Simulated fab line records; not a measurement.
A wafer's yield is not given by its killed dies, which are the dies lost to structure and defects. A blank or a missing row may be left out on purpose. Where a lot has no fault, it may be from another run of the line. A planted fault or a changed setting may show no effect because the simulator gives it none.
fab line records	flow nand_harc
record lots=24	wafers=72	last_day=33
route steps=1302 shown A_CHANNEL_FILL_D1@506 A_DECK1_JOINT@527 A_ONON_D2@565 A_CHANNEL_HOLE_D2@571
lots with no fault: from the same line, run without faults
start_h: hours from the record's opening day to when the first of the lot's shown wafers began	wait_h: hours elapsed since this lot's preceding step	" same as the row above	L1.1+2: a single row standing in for several wafers	- no value present, or no start provided	* or withheld: withheld	< > ~ a bound
route shown NAME@n: NAME is a module with steps in the file, n the number in the route of the first one	usual: average and standard deviation across the fault-free wafers	same: alike in all rows	chamber/n: place in a boat	sites: the reading at each site	_std_site: standard deviation across them	_edge_site: mean of outer sites minus mean of inner sites	radius_mm: how far each site lies from the wafer's centre	mask NAME#n: copy n	behind: the tool/chamber that last shaped the wafer	hold: cause of the lot's hold/its duration in hours/its outcome	device: which transistor (n, p or np) failed to switch	end of line: tests run on the same wafers once the route is complete	for a step that has no rows: nothing shown but its recipe	killed: dies lost to structure and defects at the first sort, not the wafer's yield	map: a wafer's dies, x killed, . not, _ none there
set.NAME: the setting as run; set.NAME@STEP: as run at that earlier step	model.NAME: the simulator's own value behind a step, which no gauge read
steps of the route over a sample of lots; a table a step, a row a wafer
services: a tool's chamber out of use, with start hour (start_h, from the record's first day; less than 0 if before it), hours out, and reason
## steps
# step NHARC_A_CHANNEL_FILL_D1_THK_MEAS_06
# recipe thk_meas_gauge=ellipsometry
# usual thk_nm=5.1/0.94
lot.wafer	tool	chamber	start_h	wait_h	thk_nm
L074.3	film_metro-02	-	220.76	0.4	4.3
L074.5	"	-	"	"	5.9
L074.6	"	-	"	"	3.6
L075.1	film_metro-01	-	232.48	0.4	4.7
L075.5	"	-	"	"	6.2
L075.6	"	-	"	"	3.1
L076.1	film_metro-02	-	241.04	0.4	4.7
L076.3	"	-	"	"	7.7
L076.6	"	-	"	"	3.9
L077.2	film_metro-02	-	256.04	0.4	5.0
L077.4	"	-	"	"	5.1
L077.6	"	-	"	"	6.1
L078.2	film_metro-01	-	256.04	0.4	4.3
L078.4	"	-	"	"	4.3
L078.6	"	-	"	"	5.3
L079.1	film_metro-02	-	281.26	0.4	5.4
L079.2	"	-	"	"	6.5
L079.6	"	-	"	"	4.9
L080.2	film_metro-02	-	293.14	0.4	4.5
L080.3	"	-	"	"	4.0
L080.5	"	-	"	"	6.4
L081.4	film_metro-01	-	293.14	0.4	6.0
L081.5	"	-	"	"	4.2
L081.6	"	-	"	"	4.0
L082.2	film_metro-02	-	304.97	0.4	5.0
L082.4	"	-	"	"	6.9
L082.6	"	-	"	"	3.7
L083.1	film_metro-02	-	327.49	0.4	5.1
L083.2	"	-	"	"	6.7
L083.4	"	-	"	"	5.5
L084.2	film_metro-01	-	327.49	0.4	4.3
L084.3	"	-	"	"	4.6
L084.6	"	-	"	"	5.6
L085.1	film_metro-01	-	335.28	0.4	5.8
L085.3	"	-	"	"	4.8
L085.6	"	-	"	"	5.8
L086.1	film_metro-01	-	340.38	0.4	5.5
L086.5	"	-	"	"	5.7
L086.6	"	-	"	"	5.2
L087.1	film_metro-02	-	344.38	0.4	5.5
L087.3	"	-	"	"	6.9
L087.4	"	-	"	"	5.1
L089.1	film_metro-02	-	371.65	0.4	5.1
L089.2	"	-	"	"	5.7
L089.3	"	-	"	"	5.2
L088.3	film_metro-01	-	371.65	0.4	5.6
L088.4	"	-	"	"	6.0
L088.6	"	-	"	"	4.2
L091.1	film_metro-01	-	394.94	0.4	5.0
L091.2	"	-	"	"	5.4
L091.3	"	-	"	"	5.4
L090.1	film_metro-02	-	394.95	0.4	4.5
L090.2	"	-	"	"	5.5
L090.5	"	-	"	"	4.2
L093.1	film_metro-02	-	410.85	0.4	4.1
L093.3	"	-	"	"	5.6
L093.5	"	-	"	"	4.2
L092.2	film_metro-01	-	410.85	0.4	7.3
L092.4	"	-	"	"	5.2
L092.6	"	-	"	"	4.7
L094.3	film_metro-02	-	429.69	0.4	4.2
L094.4	"	-	"	"	4.6
L094.5	"	-	"	"	4.3
L096.1	film_metro-02	-	443.47	0.4	4.0
L096.2	"	-	"	"	2.9
L096.4	"	-	"	"	6.9
L095.2	film_metro-01	-	443.47	0.4	4.1
L095.3	"	-	"	"	4.2
L095.6	"	-	"	"	5.0
L097.4	film_metro-02	-	447.26	0.4	5.9
L097.5	"	-	"	"	6.5
L097.6	"	-	"	"	4.6
# step NHARC_A_DECK1_JOINT_CMP_13
# recipe target_thk_nm=51.023
# usual motor_current_A=12.3/1.2	time_to_endpoint_s=9/3
lot.wafer	tool	chamber	start_h	wait_h	motor_current_A	time_to_endpoint_s
L074.3	cmp-03	3	242.73	0.4	10.8	9
L074.5	"	2	"	"	9.9	13
L074.6	"	3	"	"	10.6	10
L075.1	cmp-03	0	254.74	0.4	13.6	14
L075.5	"	3	"	"	11.0	8
L075.6	"	0	"	"	14.1	13
L076.3	cmp-02	0	263.13	0.4	11.3	3
L076.1	"	1	"	"	14.4	8
L076.6	"	0	"	"	11.0	3
L078.2	cmp-04	0	278.18	0.4	12.8	11
L078.4	"	1	"	"	12.0	8
L078.6	"	0	"	"	12.6	11
L077.4	cmp-03	2	278.18	0.4	10.5	14
L077.2	"	3	"	"	11.0	7
L077.6	"	2	"	"	10.4	15
L079.1	cmp-03	2	303.34	0.4	10.3	14
L079.2	"	0	"	"	13.9	11
L079.6	"	3	"	"	10.5	7
L080.2	cmp-02	0	315.22	0.4	11.3	2
L080.3	"	2	"	"	11.0	13
L080.5	"	1	"	"	13.8	9
L081.4	cmp-04	1	315.30	0.4	12.8	8
L081.6	"	2	"	"	13.0	9
L081.5	"	3	"	"	13.5	7
L082.4	cmp-04	0	326.94	0.4	13.2	11
L082.2	"	3	"	"	13.1	9
L082.6	"	0	"	"	12.6	9
L084.3	cmp-02	3	349.48	0.4	12.8	12
L084.2	"	0	"	"	11.1	4
L084.6	"	0	"	"	11.4	4
L083.1	cmp-04	2	349.48	0.4	12.3	10
L083.4	"	3	"	"	13.1	6
L083.2	"	0	"	"	13.3	9
L085.3	cmp-04	3	357.25	0.4	13.3	6
L085.1	"	2	"	"	12.4	10
L085.6	"	3	"	"	12.6	5
L086.1	cmp-03	2	362.77	0.4	10.2	13
L086.5	"	1	"	"	14.1	10
L086.6	"	2	"	"	10.3	11
L087.4	cmp-02	3	366.61	0.4	12.7	11
L087.1	"	1	"	"	14.2	11
L087.3	"	2	"	"	11.2	14
L089.2	cmp-04	2	394.14	0.4	12.2	10
L089.1	"	3	"	"	13.8	7
L089.3	"	1	"	"	12.0	6
L088.3	cmp-03	1	394.14	0.4	13.5	10
L088.4	"	2	"	"	9.7	12
L088.6	"	1	"	"	13.2	11
L091.1	cmp-04	2	416.88	0.4	12.3	11
L091.2	"	3	"	"	13.2	8
L091.3	"	0	"	"	12.5	10
L090.1	cmp-02	3	416.90	0.4	12.9	12
L090.2	"	0	"	"	12.8	8
L090.5	"	1	"	"	13.2	10
L093.3	cmp-03	0	432.93	0.4	14.9	10
L093.1	"	1	"	"	13.2	8
L093.5	"	0	"	"	13.7	8
L092.2	cmp-04	1	432.93	0.4	12.8	7
L092.4	"	0	"	"	12.2	9
L092.6	"	2	"	"	12.4	11
L094.3	cmp-04	3	451.93	0.4	13.4	5
L094.4	"	1	"	"	12.0	4
L094.5	"	2	"	"	11.9	7
L096.2	cmp-04	1	465.53	0.4	12.2	4
L096.4	"	2	"	"	12.3	9
L096.1	"	3	"	"	12.9	8
L095.3	cmp-03	0	465.53	0.4	13.6	10
L095.2	"	1	"	"	14.0	11
L095.6	"	0	"	"	13.8	9
L097.4	cmp-02	3	470.50	0.4	12.7	13
L097.6	"	1	"	"	13.3	10
L097.5	"	2	"	"	10.7	15
# step NHARC_A_ONON_D2_THK_MEAS_30
# recipe thk_meas_gauge=ellipsometry
# usual thk_nm=999/8.5
lot.wafer	tool	chamber	start_h	wait_h	thk_nm
L074.3	film_metro-01	-	278.80	-	1002
L074.5	"	-	"	"	1004
L074.6	"	-	"	"	1005
L075.1	film_metro-02	-	291.03	-	1014
L075.5	"	-	"	"	1013
L075.6	"	-	"	"	1011
L076.1	film_metro-01	-	300.25	-	1019
L076.3	"	-	"	"	1018
L076.6	"	-	"	"	1020
L078.2	film_metro-01	-	311.95	-	995
L078.4	"	-	"	"	995
L078.6	"	-	"	"	993
L077.2	film_metro-01	-	312.10	-	998
L077.4	"	-	"	"	998
L077.6	"	-	"	"	997
L079.1	film_metro-02	-	342.46	-	980
L079.2	"	-	"	"	981
L079.6	"	-	"	"	980
L081.4	film_metro-02	-	350.79	-	1000
L081.5	"	-	"	"	1003
L081.6	"	-	"	"	1004
L080.2	film_metro-01	-	350.79	-	994
L080.3	"	-	"	"	994
L080.5	"	-	"	"	992
L082.2	film_metro-02	-	364.49	-	1005
L082.4	"	-	"	"	1003
L082.6	"	-	"	"	1004
L085.1	film_metro-01	-	389.01	-	1004
L085.3	"	-	"	"	1003
L085.6	"	-	"	"	1003
L084.2	film_metro-01	-	389.02	-	989
L084.3	"	-	"	"	989
L084.6	"	-	"	"	989
L083.1	film_metro-01	-	389.14	-	1005
L083.2	"	-	"	"	1004
L083.4	"	-	"	"	1004
L086.1	film_metro-01	-	401.96	-	1013
L086.5	"	-	"	"	1014
L086.6	"	-	"	"	1013
L087.1	film_metro-02	-	401.96	-	998
L087.3	"	-	"	"	999
L087.4	"	-	"	"	999
L089.1	film_metro-02	-	429.00	-	994
L089.2	"	-	"	"	993
L089.3	"	-	"	"	995
L088.3	film_metro-02	-	429.03	-	1001
L088.4	"	-	"	"	998
L088.6	"	-	"	"	1001
L090.1	film_metro-01	-	453.52	-	995
L090.2	"	-	"	"	994
L090.5	"	-	"	"	997
L091.1	film_metro-02	-	453.52	-	985
L091.2	"	-	"	"	984
L091.3	"	-	"	"	984
L093.1	film_metro-01	-	469.17	-	994
L093.3	"	-	"	"	993
L093.5	"	-	"	"	994
L092.2	film_metro-02	-	469.17	-	993
L092.4	"	-	"	"	993
L092.6	"	-	"	"	992
L094.3	film_metro-02	-	486.97	-	1002
L094.4	"	-	"	"	1003
L094.5	"	-	"	"	1004
L096.1	film_metro-01	-	499.85	-	1001
L096.2	"	-	"	"	1003
L096.4	"	-	"	"	1001
L095.2	film_metro-02	-	499.98	-	1001
L095.3	"	-	"	"	1001
L095.6	"	-	"	"	1000
L097.4	film_metro-02	-	512.22	-	1004
L097.5	"	-	"	"	1002
L097.6	"	-	"	"	1004
# step NHARC_A_CHANNEL_HOLE_D2_DEP_01
# recipe target_thk_a=1400	target_thk_nm=140	temp_c=400	pressure_torr=3.5	flow_sccm=200	rf_w=350	material=SiON
# usual heater_power_w=748/91	rf_fwd_power_W=348.4/1.2
lot.wafer	tool	chamber	start_h	wait_h	heater_power_w	rf_fwd_power_W
L074.3	pecvd-03	2	281.36	1.0	681	349.0
L074.6	"	0	"	"	959	348.2
L074.5	"	2	"	"	685	348.6
L075.1	pecvd-02	0	293.61	1.6	660	348.9
L075.6	"	2	"	"	797	346.7
L075.5	"	1	"	"	760	350.2
L076.1	pecvd-04	1	306.73	1.8	676	348.6
L076.3	"	2	"	"	699	348.6
L076.6	"	0	"	"	774	348.0
L078.2	pecvd-02	2	318.35	1.3	845	348.1
L078.6	"	2	"	"	880	348.0
L078.4	"	0	"	"	627	351.9
L077.2	pecvd-04	1	318.37	1.3	639	348.6
L077.6	"	1	"	"	654	348.8
L077.4	"	2	"	"	639	348.5
L079.2	pecvd-02	0	345.58	1.4	568	350.9
L079.1	"	1	"	"	794	350.4
L079.6	"	2	"	"	876	348.8
L081.5	pecvd-04	1	354.63	0.4	631	346.6
L081.4	"	2	"	"	653	346.4
L081.6	"	0	"	"	768	349.5
L080.2	pecvd-04	2	355.96	1.3	734	350.4
L080.3	"	0	"	"	707	349.2
L080.5	"	2	"	"	763	349.6
L082.2	pecvd-02	1	367.17	1.3	819	348.7
L082.4	"	1	"	"	816	347.6
L082.6	"	2	"	"	864	347.1
L085.3	pecvd-04	2	391.59	1.0	725	347.7
L085.1	"	0	"	"	779	348.5
L085.6	"	2	"	"	724	347.8
L084.3	pecvd-03	0	392.77	1.0	784	348.8
L084.2	"	1	"	"	802	347.3
L084.6	"	2	"	"	676	347.9
L083.1	pecvd-04	1	393.48	1.6	647	348.2
L083.2	"	2	"	"	734	348.5
L083.4	"	1	"	"	669	347.4
L086.1	pecvd-04	1	405.75	1.7	618	346.4
L086.5	"	0	"	"	813	349.0
L086.6	"	1	"	"	619	346.6
L087.3	pecvd-04	2	407.60	1.0	758	346.5
L087.1	"	0	"	"	706	347.4
L087.4	"	1	"	"	646	345.7
L089.1	pecvd-02	1	435.55	1.6	832	349.4
L089.2	"	2	"	"	846	348.8
L089.3	"	0	"	"	644	350.1
L088.3	pecvd-04	1	436.23	1.0	690	348.9
L088.6	"	1	"	"	694	349.4
L088.4	"	2	"	"	716	348.4
L090.2	pecvd-02	1	456.04	1.3	795	348.4
L090.1	"	2	"	"	789	346.9
L090.5	"	2	"	"	795	346.1
L091.2	pecvd-03	1	456.16	1.4	837	349.6
L091.1	"	2	"	"	648	349.4
L091.3	"	0	"	"	896	347.1
L093.3	pecvd-04	2	474.68	1.0	694	346.5
L093.1	"	1	"	"	682	348.4
L093.5	"	0	"	"	808	349.0
L092.2	pecvd-03	0	474.75	1.3	893	349.1
L092.4	"	0	"	"	926	348.0
L092.6	"	1	"	"	897	347.5
L094.3	pecvd-03	0	490.63	1.0	866	350.6
L094.5	"	0	"	"	885	348.7
L094.4	"	2	"	"	718	349.3
L096.2	pecvd-03	1	502.42	1.3	837	348.3
L096.1	"	2	"	"	698	348.7
L096.4	"	2	"	"	710	347.9
L095.3	pecvd-04	2	503.94	1.0	746	348.4
L095.2	"	0	"	"	739	348.2
L095.6	"	1	"	"	756	347.4
L097.6	pecvd-02	0	516.69	0.1	541	349.1
L097.5	"	1	"	"	855	347.7
L097.4	"	2	"	"	889	347.9
# step NHARC_A_CHANNEL_HOLE_D2_DESCUM_15
# recipe time_s=3	o2_flow_sccm=200	ar_flow_sccm=0	bias_power_w=0	chemistry=O2
# usual drypump_motor_current_A=5.6/0.54	oes_product_au=1.004/0.01	rf_vpp_V=58.0/0.9	showerhead_plenum_p_Torr=1.95/0.071	throttle_valve_pct=11.311/0.0096
lot.wafer	tool	chamber	start_h	wait_h	drypump_motor_current_A	oes_product_au	rf_hours_counter_h	rf_vpp_V	showerhead_plenum_p_Torr	throttle_valve_pct
L074.3	rie_diel-10	1	282.22	0.1	5.7	1.002	2	58.2	2.00	11.321
L074.5	"	0	"	"	4.9	1.002	-	59.0	1.90	11.316
L074.6	"	1	"	"	5.6	0.994	-	58.2	2.00	11.310
L075.1	rie_diel-10	0	294.38	0.1	4.9	1.008	3	57.5	1.90	11.314
L075.6	"	2	"	"	6.0	1.008	-	59.1	1.92	11.293
L075.5	"	3	"	"	5.0	0.995	-	59.3	2.00	11.316
L076.3	rie_diel-13	0	307.62	0.1	5.7	1.009	11	57.5	1.90	11.299
L076.1	"	1	"	"	5.0	0.998	12	59.4	2.03	11.309
L076.6	"	2	"	"	6.5	1.012	-	57.5	2.01	11.302
L078.2	rie_diel-10	0	319.13	0.1	4.9	0.997	5	58.0	1.90	11.321
L078.4	"	2	"	"	6.1	1.011	4	58.8	1.92	11.299
L078.6	"	3	"	"	5.0	1.014	-	58.5	2.00	11.319
L077.2	rie_diel-13	2	319.32	0.1	6.6	1.019	9	57.4	2.01	11.315
L077.6	"	0	"	"	5.7	1.004	-	55.2	1.90	11.314
L077.4	"	1	"	"	4.9	0.996	-	58.0	2.03	11.320
L079.2	rie_diel-01	0	346.49	0.1	6.2	1.011	5	57.7	2.02	11.314
L079.1	"	2	"	"	5.9	0.995	5	57.9	1.86	11.292
L079.6	"	0	"	"	6.2	1.010	-	57.9	2.02	11.327
L081.5	rie_diel-13	0	355.49	0.1	5.7	1.007	-	58.8	1.90	11.320
L081.6	"	2	"	"	6.5	1.002	-	58.2	2.01	11.315
L081.4	"	3	"	"	6.2	0.991	-	57.8	1.86	11.308
L080.3	rie_diel-10	2	356.86	0.1	6.0	0.995	6	59.0	1.92	11.296
L080.2	"	3	"	"	5.0	1.007	6	57.5	2.00	11.323
L080.5	"	3	"	"	5.0	1.005	-	57.9	2.00	11.310
L082.2	rie_diel-13	0	368.09	0.1	5.7	1.017	2	58.7	1.90	11.310
L082.4	"	1	"	"	4.9	1.013	1	58.7	2.03	11.324
L082.6	"	0	"	"	5.7	1.018	-	56.5	1.90	11.318
L085.3	rie_diel-01	0	392.48	0.1	6.2	1.007	0	58.9	2.01	11.316
L085.1	"	1	"	"	5.3	1.009	0	57.7	2.05	11.309
L085.6	"	1	"	"	5.2	1.026	-	58.6	2.05	11.320
L084.2	rie_diel-13	3	393.55	0.1	6.2	1.003	3	57.7	1.86	11.310
L084.3	"	1	"	"	4.9	0.995	3	59.9	2.03	11.302
L084.6	"	1	"	"	5.0	0.995	-	58.2	2.03	11.305
L083.4	rie_diel-01	3	394.37	0.1	5.9	1.007	0	57.0	1.80	11.294
L083.1	"	0	"	"	6.2	1.005	1	58.8	2.01	11.323
L083.2	"	1	"	"	5.2	1.014	1	59.0	2.05	11.320
L086.1	rie_diel-10	3	406.63	0.1	5.0	1.017	8	57.2	2.00	11.318
L086.6	"	3	"	"	5.0	1.020	-	57.8	2.00	11.310
L086.5	"	0	"	"	4.9	1.027	-	57.5	1.90	11.310
L087.1	rie_diel-10	2	408.51	0.1	6.0	1.000	8	57.1	1.92	11.319
L087.3	"	0	"	"	5.0	1.014	9	58.8	1.90	11.305
L087.4	"	1	"	"	5.7	0.994	9	59.0	2.00	11.303
L089.2	rie_diel-01	3	436.45	0.1	5.9	1.011	2	56.6	1.80	11.298
L089.3	"	0	"	"	6.2	1.004	2	57.2	2.01	11.325
L089.1	"	2	"	"	5.9	0.975	2	57.3	1.86	11.306
L088.3	rie_diel-10	0	437.13	0.1	4.9	1.005	0	59.1	1.90	11.315
L088.4	"	1	"	"	5.7	0.995	0	57.9	2.00	11.300
L088.6	"	2	"	"	6.1	0.996	-	59.1	1.92	11.321
L090.1	rie_diel-13	1	456.83	0.1	4.9	1.010	8	58.6	2.03	11.310
L090.2	"	2	"	"	6.5	1.013	10	57.3	2.01	11.329
L090.5	"	1	"	"	4.9	1.009	-	58.4	2.03	11.309
L091.2	rie_diel-10	3	457.06	0.1	5.0	0.990	1	57.6	2.00	11.297
L091.1	"	1	"	"	5.7	0.997	1	58.7	2.00	11.325
L091.3	"	2	"	"	6.1	1.003	1	58.2	1.92	11.301
L093.1	rie_diel-10	1	475.47	0.1	5.7	1.002	2	59.0	2.00	11.316
L093.3	"	3	"	"	5.0	0.996	2	58.3	2.00	11.313
L093.5	"	1	"	"	5.7	0.984	-	58.1	2.00	11.316
L092.4	rie_diel-13	3	475.62	0.1	6.3	1.013	8	57.0	1.86	11.322
L092.2	"	1	"	"	4.9	1.010	11	58.4	2.03	11.313
L092.6	"	3	"	"	6.2	1.013	-	58.6	1.86	11.304
L094.3	rie_diel-10	1	491.58	0.1	5.7	0.984	3	59.0	2.00	11.307
L094.4	"	3	"	"	5.0	0.997	4	58.0	2.00	11.298
L094.5	"	0	"	"	4.9	1.002	-	58.8	1.90	11.319
L096.4	rie_diel-10	2	503.17	0.1	6.1	0.993	4	57.8	1.92	11.318
L096.1	"	3	"	"	5.0	1.001	4	56.9	2.00	11.318
L096.2	"	1	"	"	5.7	1.001	4	59.2	2.00	11.323
L095.3	rie_diel-01	0	504.81	0.1	6.2	0.993	5	58.2	2.01	11.298
L095.2	"	3	"	"	5.9	1.004	4	58.9	1.80	11.320
L095.6	"	1	"	"	5.2	0.993	-	58.0	2.05	11.313
L097.4	rie_diel-01	0	517.51	0.1	6.1	0.993	7	58.5	2.01	11.306
L097.6	"	0	"	"	6.2	0.997	-	55.9	2.01	11.313
L097.5	"	1	"	"	5.2	1.010	-	58.9	2.05	11.296
# step NHARC_A_CHANNEL_HOLE_D2_ETCH_39
# recipe target_depth_a=2600	over_etch_frac=0.3	time_s=325	ion_energy_ev=200	n2_flow_sccm=150	h2_flow_sccm=150	ar_flow_sccm=0	rf_w=400	bias_w=150	chemistry=N2/H2
# usual bias_w=150.0/0.51	drypump_motor_current_A=5.6/0.54	n2_flow_sccm=150.0/0.45	oes_product_au=1.002/0.01	rf_fwd_power_W=399.1/1.2	rf_vpp_V=431.6/2.2	showerhead_plenum_p_Torr=2.08/0.078	throttle_valve_pct=14.172/0.0096
lot.wafer	tool	chamber	start_h	wait_h	bias_w	drypump_motor_current_A	n2_flow_sccm	oes_product_au	rf_fwd_power_W	rf_hours_counter_h	rf_vpp_V	showerhead_plenum_p_Torr	throttle_valve_pct
L074.3	rie_diel-10	0	-	-	149.1	4.9	150.5	0.995	399.1	2	429.1	2.03	14.156
L074.6	"	3	"	"	149.5	5.0	149.0	1.007	398.5	-	434.1	2.13	14.171
L074.5	"	0	"	"	149.0	4.9	150.2	0.995	399.8	-	430.6	2.03	14.168
L075.1	rie_diel-10	1	-	-	150.0	5.6	149.8	1.000	399.3	3	433.3	2.13	14.167
L075.6	"	0	"	"	150.1	4.9	150.0	1.014	398.6	-	429.7	2.03	14.179
L075.5	"	1	"	"	150.9	5.7	150.0	0.992	399.3	-	433.8	2.13	14.193
L076.3	rie_diel-13	0	-	-	149.8	5.7	149.8	1.004	399.7	11	430.0	2.03	14.178
L076.1	"	1	"	"	150.3	4.9	150.0	0.998	399.6	12	433.1	2.17	14.162
L076.6	"	2	"	"	149.8	6.6	149.7	1.013	399.8	-	433.3	2.15	14.188
L078.2	rie_diel-10	2	-	-	150.3	6.1	150.7	1.007	398.5	4	430.8	2.05	14.184
L078.4	"	3	"	"	149.6	5.0	149.1	1.006	398.2	4	435.0	2.13	14.176
L078.6	"	0	"	"	150.0	4.9	149.9	0.996	396.2	-	430.7	2.02	14.176
L077.2	rie_diel-13	2	-	-	150.0	6.5	150.3	1.004	398.4	9	434.2	2.14	14.170
L077.4	"	0	"	"	149.1	5.7	150.3	1.008	396.1	-	429.8	2.03	14.186
L077.6	"	1	"	"	149.8	4.9	151.2	1.000	398.9	-	434.3	2.17	14.168
L079.2	rie_diel-01	2	-	-	150.2	5.8	149.5	0.987	398.7	5	429.1	1.98	14.169
L079.1	"	0	"	"	150.1	6.2	150.2	1.009	398.4	5	433.3	2.15	14.175
L079.6	"	2	"	"	149.4	5.9	149.5	0.999	398.4	-	428.3	1.98	14.164
L081.6	rie_diel-13	2	-	-	149.6	6.5	149.8	1.009	399.1	-	432.7	2.14	14.173
L081.5	"	3	"	"	149.4	6.3	150.2	0.994	397.8	-	428.7	1.98	14.171
L081.4	"	0	"	"	150.7	5.7	149.8	1.011	395.5	-	429.6	2.03	14.192
L080.2	rie_diel-10	3	-	-	149.7	5.0	150.2	1.008	400.3	6	433.2	2.13	14.170
L080.3	"	0	"	"	149.9	4.9	150.5	1.012	398.0	7	430.1	2.02	14.162
L080.5	"	3	"	"	149.4	5.0	149.9	1.016	397.9	-	432.8	2.13	14.171
L082.4	rie_diel-13	3	-	-	149.5	6.2	149.4	0.999	398.2	2	429.5	1.98	14.168
L082.2	"	2	"	"	150.9	6.6	149.9	1.005	399.1	2	433.8	2.14	14.173
L082.6	"	0	"	"	149.9	5.7	150.5	1.012	398.9	-	429.7	2.03	14.172
L085.3	rie_diel-01	2	-	-	151.0	5.9	150.1	0.990	397.0	0	429.3	1.98	14.178
L085.1	"	0	"	"	149.9	6.1	150.8	1.020	398.9	0	433.9	2.15	14.172
L085.6	"	2	"	"	149.5	5.9	149.5	0.992	399.1	-	430.2	1.98	14.176
L084.3	rie_diel-13	2	-	-	149.4	6.6	150.2	1.003	398.2	4	434.6	2.14	14.182
L084.2	"	3	"	"	151.3	6.2	150.3	1.000	399.0	3	428.5	1.98	14.146
L084.6	"	1	"	"	149.3	4.9	149.9	0.987	399.5	-	433.4	2.17	14.184
L083.4	rie_diel-01	0	-	-	151.1	6.2	150.1	1.006	398.9	1	433.4	2.15	14.170
L083.1	"	1	"	"	150.0	5.2	150.3	1.014	399.9	1	434.5	2.19	14.165
L083.2	"	2	"	"	150.8	5.9	150.2	0.980	399.9	1	428.0	1.98	14.186
L086.1	rie_diel-10	3	-	-	150.0	5.0	149.3	0.997	398.7	8	431.9	2.13	14.161
L086.5	"	1	"	"	150.9	5.6	149.7	0.987	398.0	-	433.9	2.13	14.163
L086.6	"	2	"	"	149.9	6.1	149.2	1.000	400.1	-	428.8	2.05	14.179
L087.3	rie_diel-10	1	-	-	150.4	5.7	150.2	0.992	400.1	9	434.1	2.13	14.174
L087.1	"	2	"	"	150.3	6.0	149.5	0.990	400.2	8	430.6	2.05	14.165
L087.4	"	3	"	"	150.2	5.0	150.5	1.005	399.3	9	432.7	2.13	14.167
L089.1	rie_diel-01	2	-	-	149.4	5.9	150.4	0.972	401.8	2	431.5	1.98	14.188
L089.3	"	3	"	"	150.4	5.9	150.3	1.013	400.4	2	427.6	1.91	14.170
L089.2	"	0	"	"	149.7	6.2	149.2	0.994	398.9	2	434.7	2.15	14.185
L088.4	rie_diel-10	0	-	-	150.6	4.9	150.0	1.006	399.9	0	430.0	2.02	14.164
L088.3	"	2	"	"	150.2	6.1	149.9	0.997	399.0	0	431.5	2.05	14.163
L088.6	"	0	"	"	150.3	4.9	150.3	1.002	400.2	-	429.6	2.02	14.161
L090.1	rie_diel-13	2	-	-	149.8	6.5	150.5	0.998	399.6	10	433.4	2.14	14.171
L090.2	"	0	"	"	149.7	5.7	150.2	1.004	399.0	8	430.6	2.02	14.173
L090.5	"	1	"	"	149.4	4.9	150.4	1.009	396.7	-	434.4	2.17	14.182
L091.1	rie_diel-10	2	-	-	149.5	6.1	149.7	1.001	402.8	1	430.3	2.05	14.170
L091.3	"	0	"	"	150.2	4.9	149.7	1.006	400.6	1	431.0	2.02	14.164
L091.2	"	1	"	"	149.9	5.7	149.8	1.000	398.3	1	433.1	2.13	14.174
L093.3	rie_diel-10	0	-	-	149.7	4.9	149.3	1.001	400.1	2	429.8	2.02	14.182
L093.1	"	2	"	"	150.7	6.1	150.2	1.002	398.5	2	431.8	2.05	14.168
L093.5	"	0	"	"	150.4	4.9	150.3	1.005	398.4	-	431.3	2.02	14.168
L092.2	rie_diel-13	1	-	-	149.7	4.9	149.9	0.995	399.8	11	433.6	2.17	14.153
L092.4	"	0	"	"	150.1	5.7	149.8	1.003	399.3	11	429.8	2.02	14.157
L092.6	"	2	"	"	149.8	6.5	150.0	1.001	399.5	-	433.4	2.14	14.153
L094.3	rie_diel-10	1	-	-	149.4	5.7	150.2	0.987	399.4	3	432.5	2.13	14.171
L094.4	"	3	"	"	150.3	5.0	150.2	0.999	399.2	4	433.5	2.13	14.179
L094.5	"	1	"	"	149.7	5.7	149.2	0.991	399.5	-	433.1	2.13	14.182
L096.1	rie_diel-10	1	-	-	151.0	5.7	150.6	0.990	400.4	4	432.3	2.13	14.174
L096.2	"	3	"	"	150.0	5.0	150.0	0.996	400.1	4	433.3	2.13	14.172
L096.4	"	0	"	"	149.7	4.9	150.5	0.997	399.4	4	430.8	2.02	14.176
L095.3	rie_diel-01	2	-	-	149.6	5.8	149.9	0.995	400.7	5	428.2	1.98	14.173
L095.2	"	3	"	"	150.9	5.9	149.7	0.993	399.3	4	426.9	1.91	14.167
L095.6	"	1	"	"	149.9	5.3	149.9	0.998	400.1	-	435.0	2.19	14.171
L097.4	rie_diel-01	3	-	-	150.0	5.9	150.0	0.990	399.1	7	426.6	1.91	14.184
L097.6	"	3	"	"	149.8	5.9	150.2	0.992	400.2	-	426.8	1.91	14.163
L097.5	"	0	"	"	149.8	6.2	150.0	0.990	399.0	-	434.0	2.15	14.184
## services
tool	chamber	start_h	hours	kind
rie_diel-13	2	220.15	34.9	repair
rie_diel-13	3	236.14	2.6	repair
rie_diel-10	-	242.57	9.0	pm
pecvd-04	-	269.37	13.0	pm
rie_diel-13	2	290.62	6.3	repair
rie_diel-01	2	294.55	8.8	repair
rie_diel-13	3	305.49	14.4	repair
rie_diel-01	-	307.05	0.8	repair
rie_diel-10	1	321.33	4.5	repair
pecvd-04	-	334.11	0.2	repair
rie_diel-13	-	342.00	9.0	pm
rie_diel-13	1	371.13	10.2	repair
rie_diel-01	-	380.80	9.0	pm
rie_diel-13	0	389.74	9.9	repair
rie_diel-10	0	394.16	1.9	repair
rie_diel-10	3	400.42	5.2	repair
rie_diel-13	3	405.95	9.0	repair
rie_diel-10	-	419.57	9.0	pm
rie_diel-10	-	434.50	1.1	repair
rie_diel-13	3	445.21	13.6	repair
pecvd-04	-	450.37	13.0	pm
rie_diel-01	-	475.02	0.2	repair
rie_diel-01	-	479.74	0.3	repair
rie_diel-10	2	495.53	2.9	repair
## key
fault none
